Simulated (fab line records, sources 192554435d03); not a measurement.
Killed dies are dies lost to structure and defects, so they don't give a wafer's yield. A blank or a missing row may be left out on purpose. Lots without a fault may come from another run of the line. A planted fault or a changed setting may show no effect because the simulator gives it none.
A struck lot beside a sound one | flow n5_finfet | 13 steps out of a route of 1938
Sound: wafers L531.2, L531.3, L531.5. Struck: wafers L546.2, L546.5, L546.6. The cause comes at the end.
At each step with rows: each side's tool, then ch and its chambers, then its first start. Under that, the readings that differ: sound wafers | struck wafers | difference of the means | sigmas: that difference in standard deviations of wafers without a fault.
alike: readings whose means differ by less than 2 such deviations, and words and numbers that are the same on both sides. not compared: withheld readings, readings that some wafer has no value for, bounds like >300 that may hide the same value, and numbers for which the record gives no deviation and whose values overlap.
The two part at a step that has a row with sigmas, a row that says differs or no value, or rows on one side only. Numbers that don't overlap but have no deviation are shown without sigmas and don't part them. A reading that every wafer of one side lacks parts them only if that side has two wafers or more.

first, 9 steps without rows for these wafers: N5_BEOL_M3_EBR_24; N5_BEOL_M3_SOFTBAKE_23 (time 60 s); N5_BEOL_M3_EXPOSE_25 (exposes mask V2, defocus 5 nm); N5_BEOL_M3_PEB_26 (peb time 60 s); N5_BEOL_M3_DEVELOP_27 (develop time 30 s); N5_BEOL_M3_DESCUM_33 (chemistry O2, time 7 s); N5_BEOL_M3_ETCH_77 (etches underlayer in N2/H2, target depth 6.5 nm, time 5.2 s); N5_BEOL_M3_ETCH_69 (etches SiARC in CF4, target depth 15.6 nm, time 26 s); N5_BEOL_M3_ALD_98 (deposits SiO2, target thk 2.5 nm, pulse time 1 s, co reactant pulse time 1 s).
N5_BEOL_M3_ETCHBACK_99: etches SiO2 in CHF3, target depth 5 nm, time 10.4 s.
  sound on rie_diel-04 ch 2,3, day 8 07:58; struck on rie_diel-01 ch 0,2,3, day 12 06:44
  reading               | sound          | struck         | difference | sigmas
  oes_product_au (a.u.) | 0.69 0.71 0.69 | 1.19 1.14 0.97 | +0.40      | +4
  alike: CHF3_flow_sccm, chamber_pressure_mTorr, drypump_motor_current_A, oes_ar_750_au, oes_f_703_au, rf_vpp_V, showerhead_plenum_p_Torr, throttle_valve_pct
  not compared: rf_hours_counter_h
then, 1 step without rows for these wafers: N5_BEOL_M3_ETCH_70 (etches SOC in N2/H2, target depth 80 nm, overetch 16 nm, time 120 s).
N5_BEOL_M4_RC_MEAS_101:
  sound on prober-01 ch 0, day 9 00:02; struck on prober-02 ch 0, day 12 22:38
  alike: DIBL_N, DIBL_P, IOFF_N, IOFF_P, ION_N, ION_P, SS_N, SS_P, VT_N, VT_P
then, 1 step without rows for these wafers: N5_PASSIVATION_PROBE_49.

WHERE THEY PART
Only at N5_BEOL_M3_ETCHBACK_99, within this record. Later steps at which nothing parts them and some readings are alike: N5_BEOL_M4_RC_MEAS_101.

WHY: what the simulator had put in
Process parameter drift: rie_diel-01, from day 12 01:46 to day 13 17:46, at N5_BEOL_M3_ETCHBACK_99. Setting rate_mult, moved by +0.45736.
